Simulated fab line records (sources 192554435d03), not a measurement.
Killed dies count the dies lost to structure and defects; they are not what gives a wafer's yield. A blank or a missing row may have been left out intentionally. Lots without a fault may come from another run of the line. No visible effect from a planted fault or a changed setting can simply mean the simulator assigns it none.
Matching of chambers -- flow n5_finfet -- N5_STI_FIN_REVEAL_STRIP_24 on rie_diel-02: 4 sister chambers
The step strips in N2/H2, time 90 s. 8 wafers are shown with their chamber, then 8 later ones without.

## WAFERS WITH THEIR CHAMBER
wafer,chamber,showerhead_plenum_p_Torr (Torr),drypump_motor_current_A (A)
L075.6,3,3.54,5.1
L083.4,2,3.21,5.3
L087.2,0,3.25,6.1
L087.6,3,3.52,5.1
L088.2,1,3.40,5.3
L088.3,2,3.21,5.3
L088.4,0,3.25,6.2
L089.1,1,3.40,5.3

## WAFERS MISSING THEIR CHAMBER
wafer,showerhead_plenum_p_Torr (Torr),drypump_motor_current_A (A)
L089.4,3.52,5.1
L089.6,3.21,5.3
L094.3,3.52,5.1
L094.5,3.39,5.2
L094.6,3.20,5.3
L095.2,3.20,5.3
L095.5,3.52,5.1
L095.6,3.24,6.1

## CHAMBER TAKEN BY EACH
wafer,from the rows above,in truth
L089.4,3,3
L089.6,2,2
L094.3,3,3
L094.5,1,1
L094.6,2,2
L095.2,2,2
L095.5,3,3
L095.6,0,0
8 of 8 placed correctly. From these rows, 0 cannot be placed. 0 placed wrongly.
How it was worked out, from the rows above alone: a wafer's distance from a chamber is the root of the sum, over the readings, of the square of ((its reading less the chamber's mean) divided by the reading's scatter). If the next closest chamber is less than 2 further off than the closest, the wafer can't be placed; otherwise it belongs to the closest. For every chamber, the mean is computed from those of its wafers that are shown. The scatter: take each reading less its chamber's mean, square it, sum over the shown wafers, divide by the number of wafers less the number of chambers, and take the root.
